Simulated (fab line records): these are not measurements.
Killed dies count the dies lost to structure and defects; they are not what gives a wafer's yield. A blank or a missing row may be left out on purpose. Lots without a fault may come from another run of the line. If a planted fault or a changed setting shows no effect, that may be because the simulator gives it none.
Struck lot and sound lot, side by side    flow nandHarc    14 steps out of a route of 1159
Sound: the wafers L330.2, L330.4, L330.6. Wafers struck: L341.2, L341.5, L341.6. The cause is named last.
For every step that has rows: the tool of each side, followed by ch and its chambers, followed by its first start. Under that, the readings that differ: sound wafers    struck wafers    difference of the means    sigmas: that difference in standard deviations of wafers without a fault.
alike: a reading whose means differ by less than 2 such deviations, as well as words and numbers matching on both sides. not compared: withheld readings; readings where some wafer has no value; bounds like >300 that might hide an equal value; numbers whose values overlap and for which the record gives no deviation.
Wherever a step has rows on one side only, a row that says differs or no value, or a row with sigmas, the two part there. Non-overlapping numbers with no deviation appear without sigmas and do not part them. Lack of a reading on every wafer of one side parts them only where that side has two or more wafers.

first, 2 steps without rows for these wafers: NHARC_A_M1_DEGAS_29 (time 60 s); NHARC_A_M1_PRE_CLEAN_30 (time 30 s).
NHARC_A_M1_PVD_20: deposits TaN, target thk 5 nm, time 8.06 s.
  sound on pvdSputter-02; struck on pvdSputter-03
  alike: throttleValvePct
then, 2 steps without rows for these wafers: NHARC_A_M1_PVD_21 (deposits Cu, target thk 30 nm, time 20.49 s); NHARC_A_M1_ECD_22 (material Cu, target thk 400 nm).
NHARC_A_M1_ANNEAL_31: time 90 s.
  sound on rtpAnneal-02 ch 0, day 18 16:55; struck on rtpAnneal-02 ch 0, day 21 23:53
  alike: wafer_temp_C_max
NHARC_A_M1_CMP_23: polishes, t overpolish 20 s, target thk 154.34 nm.
  sound on cmp-04 ch 1,3, day 18 17:13; struck on cmp-04 ch 1,2,3, day 22 00:14
  alike: motorCurrentA, timeToEndpointS
NHARC_A_M1_THK_MEAS_24: measures by xrf.
  sound: filmMetro-01 at day 18 17:31; struck: filmMetro-01 at day 22 00:31
reading     sound              struck             difference  sigmas
thkNm (nm)  151.6 151.5 151.7  155.3 154.9 154.7  +3.4        +2
after that, 1 step had no rows for these wafers: NHARC_A_M1_SRD_25.
NHARC_A_M1_INSPECT_27:
  sound: defectInspect-01 at day 18 17:41; struck: defectInspect-02 at day 22 00:40
  alike: rawDefectCount
NHARC_A_M1_PRE_CLEAN_32: time 12 s.
  sound on pecvd-04 ch 0,2, day 18 17:51; struck on pecvd-04 ch 1,2, day 22 00:46
  alike: heaterPowerW
NHARC_A_M1_DEP_33: deposits SiCN, target thk 30 nm.
  sound on pecvd-04 ch 0,2, day 18 17:59; struck on pecvd-04 ch 1,2, day 22 00:55
  no value came back on the struck wafers for chamberPressureTorr (Torr), heaterPowerOuterW (W), heaterPowerW (W); on the sound wafers chamberPressureTorr (Torr) reads 2.997 3.003 2.997
NHARC_A_BONDPAD_DEP_00: deposits SiCN, target thk 250 nm.
  sound on pecvd-02 ch 0,2, day 18 18:34; struck on pecvd-02 ch 0,1, day 22 01:23
reading                     sound              struck             difference  sigmas
chamberPressureTorr (Torr)  3.009 2.999 3.012  2.997 2.991 2.991  -0.014      -2
  alike: heaterPowerOuterW, heaterPowerW
-- record jumps: 2 days between struck wafers' starts before vs after; left off in module A_BONDPAD, resumes in module END, first step shown is number 1159 of the route --
NHARC_END_SORT_01:
  sound on prober-02 ch 0, day 20 05:43; struck on prober-01 ch 0, day 24 03:05
  alike: defectLimitedYield, killedAtArray, killedAtOther, killedAtPeriphery, killedDies, killedOpen, killedShort, sort_bin_2_pct, sort_bin_3_pct, sort_bin_4_pct, sortNPass, sortRimYieldPct, sortYieldPct

== WHERE THEY PART ==
At NHARC_A_M1_THK_MEAS_24 first; at NHARC_A_BONDPAD_DEP_00 last (within this record only). Later steps at which nothing parts them and some readings are alike: NHARC_END_SORT_01.

WHY: the cause the simulator had injected
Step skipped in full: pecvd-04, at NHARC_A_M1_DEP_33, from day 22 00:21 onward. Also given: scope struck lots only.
